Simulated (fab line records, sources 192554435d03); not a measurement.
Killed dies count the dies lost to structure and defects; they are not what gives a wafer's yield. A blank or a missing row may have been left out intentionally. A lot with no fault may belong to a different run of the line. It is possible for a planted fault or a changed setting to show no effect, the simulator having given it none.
Split-lot experiment ; flow n5 finfet ; 39 wafers read from 7 lots, route of 1938 steps

SPLIT DETAILS
At N5_GATE_CUT_ALD_22 (deposits SiNx, target thk 16 nm, pulse time 1 s, ald cycles 320), the setting ald cycles was moved away from the recipe's 320 on 15 of the 39 wafers read, by -58.8% to +46.9%. All remaining wafers had this setting at the recipe value.

The split's own step is where the reading is taken.

THE READING
SiNx_of_GATE_CUT_ALD_22.thk nm (the simulator's own value, which no gauge read), in nm, at N5_GATE_CUT_ALD_22 (deposits SiNx, target thk 16 nm, pulse time 1 s, ald cycles 320). There is no usual value for it anywhere in the file. Across the 24 wafers here that went through the recipe, the average is 16.0 nm and the standard deviation 0.08 nm.

wafer;tool, chamber at the split;ald cycles as run;against the recipe;SiNx_of_GATE_CUT_ALD_22.thk nm, nm;against lot-mates on the recipe
L074.1;ald sin-03, 0,2,2;320;recipe;16;-
L074.4;ald sin-03, 0,2,2;320;recipe;16;-
L074.6;ald sin-03, 0,2,2;320;recipe;16;-
L074.2;ald sin-03, 1,3,1;320;recipe;16.2;-
L074.3;ald sin-03, 1,3,1;320;recipe;16.2;-
L074.5;ald sin-03, 1,3,1;320;recipe;16.2;-
L077.1;ald sin-02, 1,2,3;320;recipe;16;-
L077.2;ald sin-02, 1,2,3;320;recipe;16;-
L077.3;ald sin-02, 1,2,3;320;recipe;16;-
L077.4;ald sin-02, 0;373;+16.6%;18.8;+2.8
L077.5;ald sin-02, 1,2;373;+16.6%;18.6;+2.6
L077.6;ald sin-02, 1,2;373;+16.6%;18.6;+2.6
L080.2;ald sin-02, 1,0,0;320;recipe;16;-
L080.3;ald sin-02, 1,0,0;320;recipe;16;-
L080.6;ald sin-02, 1,0,0;320;recipe;16;-
L082.1;ald sin-04, 3,2,1;132;-58.8%;6.6;-9.4
L082.2;ald sin-04, 3,2,1;132;-58.8%;6.6;-9.4
L082.6;ald sin-04, 3,2,1;132;-58.8%;6.6;-9.4
L082.3;ald sin-04, 0,1,2;320;recipe;16;-
L082.4;ald sin-04, 0,1,2;320;recipe;16;-
L082.5;ald sin-04, 0,1,2;320;recipe;16;-
L088.1;ald sin-02, 3;470;+46.9%;23.6;+7.7
L088.6;ald sin-02, 3;470;+46.9%;23.6;+7.7
L088.2;ald sin-02, 1,0;320;recipe;16;-
L088.3;ald sin-02, 1,0;320;recipe;16;-
L088.4;ald sin-02, 2;320;recipe;15.8;-
L088.5;ald sin-02, 2;470;+46.9%;23.4;+7.5
L095.1;ald sin-02, 1,2,1;320;recipe;16;-
L095.4;ald sin-02, 1,2,1;320;recipe;16;-
L095.5;ald sin-02, 1,2,1;320;recipe;16;-
L095.2;ald sin-02, 3,0;263;-17.8%;13.2;-2.8
L095.3;ald sin-02, 3,0;263;-17.8%;13.2;-2.8
L095.6;ald sin-02, 2;263;-17.8%;13;-3.0
L096.1;ald sin-04, 3,0,1;320;recipe;16;-
L096.5;ald sin-04, 3,0,1;320;recipe;16;-
L096.6;ald sin-04, 3,0,1;320;recipe;16;-
L096.2;ald sin-04, 1;431;+34.7%;21.6;+5.6
L096.3;ald sin-04, 0;431;+34.7%;21.8;+5.8
L096.4;ald sin-04, 2;431;+34.7%;21.4;+5.4
Rows listing several chambers each stand for several wafers; the file does not say which wafer went through which chamber.

THE FIT
A straight line over all 39 wafers: SiNx_of_GATE_CUT_ALD_22.thk nm changes by +0.16 nm for each +1% of ald cycles; r = +1.00; the points scatter about the line by 0.093 nm.
The same after taking each lot's own level away (the mean of its wafers on the recipe; 39 wafers): +0.161 nm for each +1%; r = +1.00; scatter 0.084 nm.
That fit puts the effect of the largest move of ald cycles on the reading at 9.5 nm.
The span of the lots' own levels, 15.93 to 16.10 nm, comes to 2.1 times the standard deviation stated above.
The two slopes agree, so the slope changes little with the lot-to-lot level.
Check: -9.45 nm against its lot-mates is what the line predicts for one of the wafers moved furthest among these (-58.8%) when that wafer is left out of the fit. Against them it came out at -9.4 nm.

ADDITIONAL SPLITS CARRIED BY THESE WAFERS
Note: prior to the reading, these wafers also went through further splits. Each is held against what the fit with the lots' levels taken away leaves over:
other split on the same wafers;wafers away from the commonest value;r with SiNx_of_GATE_CUT_ALD_22.thk nm (lot level and that fit taken away)
N5_ZERO_LAYER_DEVELOP_10 develop time s;15;+0.14
N5_SDB_CUT_ETCH_26 target depth a;6;-0.11

THE WHOLE CHAIN: every reading that the file lists as answering this split, in the file's order
step;what it does;reading;change (the file's fit);r (the file's)
N5_GATE_CUT_ALD_22;deposits SiNx, target thk 16 nm, pulse time 1 s, ald cycles 320;SiNx_of_GATE_CUT_ALD_22.thk nm (the simulator's own value, which no gauge read);+0.161 nm for each +1% of the setting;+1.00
N5_GATE_CUT_CMP_23;polishes, stops on SiO2, t overpolish 23.4 s, target thk 16 nm;SiNx_of_GATE_CUT_ALD_22.thk nm (the simulator's own value, which no gauge read);not straight: 6.6 at the lowest setting, 16.02 at the recipe, 17 at the highest;not given

FILE'S OWN FIT
SiNx_of_GATE_CUT_ALD_22.thk nm changes by +0.161 nm for each +1% of ald cycles, r = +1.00.
